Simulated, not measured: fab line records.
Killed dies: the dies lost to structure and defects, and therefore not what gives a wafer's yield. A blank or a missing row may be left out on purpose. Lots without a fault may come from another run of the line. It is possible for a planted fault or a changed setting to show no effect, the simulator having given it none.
Lot-split experiment :: flow n5_finfet :: 7 lots, 21 wafers read, on a route of 1938 steps

== THE SPLIT ==
At N5_MOL_CONTACT_COAG_COAT_58 (time 60 s, resist thk 10 nm), the setting spin_rpm was moved away from the recipe's 1500 rpm on 4 of the 21 wafers read, by +4.1% to +4.5%. All remaining wafers had this setting at the recipe value.

== FROM THE SPLIT TO THE READING: what the file shows between them, 3 steps ==
- N5_MOL_CONTACT_COAG_COAT_02: resist thk 30 nm
- N5_MOL_CONTACT_COAG_EBR_04
- N5_MOL_CONTACT_COAG_DESCUM_13: chemistry O2, time 7 s

== THE READING ==
etch.depth_nm (the simulator's own value, which no gauge read), in nm, at N5_MOL_CONTACT_COAG_ETCH_59 (etches underlayer in N2/H2, target depth 13 nm, time 10.4 s). No usual value for it is given in the file. The 17 wafers here that ran the recipe average 10.003 nm, standard deviation 0.021 nm.

wafer: L080.1
tool, chamber at the split: litho_track-01, 0
spin_rpm as run, rpm: 1500
against the recipe: recipe
etch.depth_nm, nm: 10
against lot-mates on the recipe: -

wafer: L080.4
tool, chamber at the split: litho_track-01, 0
spin_rpm as run, rpm: 1500
against the recipe: recipe
etch.depth_nm, nm: 10.03
against lot-mates on the recipe: -

wafer: L080.5
tool, chamber at the split: litho_track-01, 0
spin_rpm as run, rpm: 1500
against the recipe: recipe
etch.depth_nm, nm: 10.01
against lot-mates on the recipe: -

wafer: L083.3
tool, chamber at the split: litho_track-04, 0
spin_rpm as run, rpm: 1500
against the recipe: recipe
etch.depth_nm, nm: 10.02
against lot-mates on the recipe: -

wafer: L083.4
tool, chamber at the split: litho_track-04, 0
spin_rpm as run, rpm: 1500
against the recipe: recipe
etch.depth_nm, nm: 10
against lot-mates on the recipe: -

wafer: L083.6
tool, chamber at the split: litho_track-04, 0
spin_rpm as run, rpm: 1500
against the recipe: recipe
etch.depth_nm, nm: 10.01
against lot-mates on the recipe: -

wafer: L087.2
tool, chamber at the split: litho_track-04, 0
spin_rpm as run, rpm: 1500
against the recipe: recipe
etch.depth_nm, nm: 10.01
against lot-mates on the recipe: -

wafer: L087.3
tool, chamber at the split: litho_track-04, 0
spin_rpm as run, rpm: 1500
against the recipe: recipe
etch.depth_nm, nm: 10
against lot-mates on the recipe: -

wafer: L087.5
tool, chamber at the split: litho_track-04, 0
spin_rpm as run, rpm: 1500
against the recipe: recipe
etch.depth_nm, nm: 9.962
against lot-mates on the recipe: -

wafer: L091.2
tool, chamber at the split: litho_track-01, 0
spin_rpm as run, rpm: 1567
against the recipe: +4.5%
etch.depth_nm, nm: 9.798
against lot-mates on the recipe: -0.232

wafer: L091.5
tool, chamber at the split: litho_track-01, 0
spin_rpm as run, rpm: 1567
against the recipe: +4.5%
etch.depth_nm, nm: 9.8
against lot-mates on the recipe: -0.230

wafer: L091.6
tool, chamber at the split: litho_track-01, 0
spin_rpm as run, rpm: 1500
against the recipe: recipe
etch.depth_nm, nm: 10.03
against lot-mates on the recipe: -

wafer: L095.3
tool, chamber at the split: litho_track-04, 0
spin_rpm as run, rpm: 1500
against the recipe: recipe
etch.depth_nm, nm: 9.975
against lot-mates on the recipe: -

wafer: L095.4
tool, chamber at the split: litho_track-04, 0
spin_rpm as run, rpm: 1500
against the recipe: recipe
etch.depth_nm, nm: 9.993
against lot-mates on the recipe: -

wafer: L095.5
tool, chamber at the split: litho_track-04, 0
spin_rpm as run, rpm: 1500
against the recipe: recipe
etch.depth_nm, nm: 9.99
against lot-mates on the recipe: -

wafer: L096.1
tool, chamber at the split: litho_track-01, 0
spin_rpm as run, rpm: 1500
against the recipe: recipe
etch.depth_nm, nm: 9.98
against lot-mates on the recipe: -

wafer: L096.3
tool, chamber at the split: litho_track-01, 0
spin_rpm as run, rpm: 1500
against the recipe: recipe
etch.depth_nm, nm: 10.01
against lot-mates on the recipe: -

wafer: L096.6
tool, chamber at the split: litho_track-01, 0
spin_rpm as run, rpm: 1500
against the recipe: recipe
etch.depth_nm, nm: 9.984
against lot-mates on the recipe: -

wafer: L097.4
tool, chamber at the split: litho_track-05, 0
spin_rpm as run, rpm: 1562
against the recipe: +4.1%
etch.depth_nm, nm: 9.855
against lot-mates on the recipe: -0.195

wafer: L097.5
tool, chamber at the split: litho_track-05, 0
spin_rpm as run, rpm: 1500
against the recipe: recipe
etch.depth_nm, nm: 10.05
against lot-mates on the recipe: -

wafer: L097.6
tool, chamber at the split: litho_track-05, 0
spin_rpm as run, rpm: 1562
against the recipe: +4.1%
etch.depth_nm, nm: 9.849
against lot-mates on the recipe: -0.201

THE FIT
A straight line over all 21 wafers: etch.depth_nm changes by -0.0415 nm for each +1% of spin_rpm; r = -0.96; the points scatter about the line by 0.022 nm.
The same after taking each lot's own level away (the mean of its wafers on the recipe; 21 wafers): -0.05 nm for each +1%; r = -0.99; scatter 0.012 nm.
That fit puts the effect of the largest move of spin_rpm on the reading at 0.22 nm.
The span of the lots' own levels, 9.9860 to 10.0500 nm, comes to 3.0 times the standard deviation stated above.
In other words, the slope is changed by the lot-to-lot level; the two fits disagree.
Check: for one of the wafers moved furthest among these (+4.5%), held out of the fit, the line's prediction against its lot-mates is -0.22 nm. It came out at -0.232 nm against them.

== FURTHER SPLITS ON THESE WAFERS ==
Before the reading, these wafers also passed through other splits. Each is held against what the fit with the lots' levels taken away leaves over:
other split on the same wafers: N5_ILD0_PRECLEAN_10 time_s
wafers away from the commonest value: 8
r with etch.depth_nm (lot level and that fit taken away): -0.01

other split on the same wafers: N5_SDB_HM_DEP_00 time_s
wafers away from the commonest value: 9
r with etch.depth_nm (lot level and that fit taken away): +0.12

other split on the same wafers: N5_HKMG_FIN_DESCUM_53 time_s
wafers away from the commonest value: 8
r with etch.depth_nm (lot level and that fit taken away): -0.05

other split on the same wafers: N5_HKMG_FIN_ETCH_55 time_s
wafers away from the commonest value: 7
r with etch.depth_nm (lot level and that fit taken away): +0.07

== THE FILE'S OWN FIT ==
etch.depth_nm changes by -0.0494 nm for each +1% of spin_rpm, r = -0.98.
